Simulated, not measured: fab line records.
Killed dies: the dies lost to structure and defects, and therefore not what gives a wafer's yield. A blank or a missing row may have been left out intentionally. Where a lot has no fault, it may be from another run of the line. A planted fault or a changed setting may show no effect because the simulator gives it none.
Chamber matching    flow n5Finfet    4 sister chambers for N5_BEOL_M1_STRIP_36 on rieDiel-02
The step strips in N2/H2. 4 wafers are shown with their chamber, then 8 later ones without.

WAFERS PAIRED WITH THEIR CHAMBERS
wafer   chamber  drypumpMotorCurrentA (A)
L085.6  0        5.0
L090.4  3        6.0
L090.6  2        5.5
L092.3  1        6.4

WAFERS WITHOUT THEIR CHAMBER
wafer   drypumpMotorCurrentA (A)
L092.4  6.4
L092.5  5.6
L095.2  6.0
L095.3  5.6
L095.6  5.0
L097.1  6.4
L097.2  5.6
L097.4  5.0

WHICH CHAMBER EACH WENT THROUGH
wafer   from the rows above  in truth
L092.4  1                    1
L092.5  2                    2
L095.2  3                    3
L095.3  2                    2
L095.6  0                    0
L097.1  1                    1
L097.2  2                    2
L097.4  0                    0
Correctly placed: 8 of 8. Left unplaced by these rows: 0. Wrongly placed: 0.
How it was worked out, from the rows above alone: a wafer's distance from a chamber is the root of the sum, over the readings, of the square of ((its reading less the chamber's mean) divided by the reading's scatter). If the next closest chamber is less than 2 further off than the closest, the wafer can't be placed; otherwise it belongs to the closest. A chamber's mean is the mean of its shown wafers. The scatter: root of mean squared gap, hidden wafer to nearest shown wafer, with one shown wafer a chamber.
